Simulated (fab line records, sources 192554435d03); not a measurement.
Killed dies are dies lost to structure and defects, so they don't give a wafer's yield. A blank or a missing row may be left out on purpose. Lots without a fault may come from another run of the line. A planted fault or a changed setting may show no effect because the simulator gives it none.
One fault seen from 2 desks | flow n5_finfet | each desk has only its own numbers; what lay behind them comes last

THE METROLOGY DESK
What the gauges read, lot by lot, whatever tool the lot ran on: means of the sampled wafers that have a number. A lot is out of limits, marked OUT, if its mean lies more than 4 standard deviations from the usual mean; the brackets give that distance. Of its 10 readings 7 are shown: those that lie furthest out on some lot.
Columns: A = DIBL_N at N5_BEOL_M4_RC_MEAS_101, usual 36.4 mV/V; B = DIBL_P at N5_BEOL_M4_RC_MEAS_101, usual 36.2 mV/V; C = IOFF_P at N5_BEOL_M4_RC_MEAS_101, usual 0.21 nA/um; D = ION_N at N5_BEOL_M4_RC_MEAS_101, usual 670 uA/um; E = ION_P at N5_BEOL_M4_RC_MEAS_101, usual 459 uA/um; F = VT_N at N5_BEOL_M4_RC_MEAS_101, usual 250 mV; G = VT_P at N5_BEOL_M4_RC_MEAS_101, usual -250 mV
lot  | first seen here | A    | B    | C    | D   | E   | F   | G
L377 | day 8 17:43     | 35.3 | 34.3 | 0.19 | 662 | 455 | 252 | -251
L378 | day 9 12:06     | 36.0 | 34.5 | 0.22 | 672 | 463 | 251 | -248
L382 | day 10 00:43    | 36.8 | 37.6 | 0.26 | 679 | 470 | 246 | -247
L383 | day 11 03:57    | 36.0 | 35.0 | 0.17 | 659 | 445 | 254 | -258
L386 | day 11 11:47    | 37.1 | 36.2 | 0.19 | 672 | 455 | 251 | -254
L388 | day 12 08:26    | 36.3 | 34.2 | 0.20 | 663 | 460 | 252 | -250
L394 | day 13 02:19    | 37.1 | 38.9 | 0.26 | 677 | 468 | 247 | -245
L395 | day 13 05:46    | 37.5 | 36.4 | 0.23 | 672 | 458 | 247 | -249
L399 | day 14 23:20    | 34.2 | 35.3 | 0.23 | 663 | 466 | 251 | -246
This desk's finding: nothing out of limits on any of the 9 lots.

THE TOOL OWNER'S DESK: ald_sin-02
The tool's own readings at N5_BEOL_M1_ALD_98 (deposits SiO2, target thk 2.5 nm, pulse time 1 s, co reactant pulse time 1 s): means of the sampled wafers that have a number, for each lot that ran on this tool. A lot is out of limits, marked OUT, if its mean lies more than 4 standard deviations from the usual mean; the brackets give that distance.
Columns: A = heater_power_w at N5_BEOL_M1_ALD_98, usual 78 W; B = precursor_pulse_height_rel at N5_BEOL_M1_ALD_98, usual 1.000; C = susceptor_temp_C at N5_BEOL_M1_ALD_98, usual 100.00 C
lot  | first seen here | A  | B     | C
L378 | day 6 22:33     | 81 | 1.001 | 100.00
L386 | day 8 22:37     | 72 | 1.010 | 95.38 (-36) OUT
L388 | day 9 13:54     | 81 | 0.986 | 97.67 (-18) OUT
This desk's finding: out of limits on L386, L388; first on L386, day 8 22:37 (susceptor_temp_C at N5_BEOL_M1_ALD_98). In limits: L378.

PUT TOGETHER
The tool owner's desk could have raised an alarm at day 8 22:37, on L386, L388.
The metrology desk saw nothing out of limits.
The metrology desk has L386, L388 on record, within its limits.
Of the lots named, all ran N5_BEOL_M1_ALD_98 on ald_sin-02.

WHAT THE SIMULATOR HAD PUT IN
Process parameter drift: ald_sin-02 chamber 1, from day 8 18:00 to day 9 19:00, at N5_BEOL_M1_ALD_98. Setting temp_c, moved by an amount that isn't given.
Lots struck among those shown: L386, L388.
Hours from the fault's start to each desk's first reading out of limits: the tool owner's desk, 5.
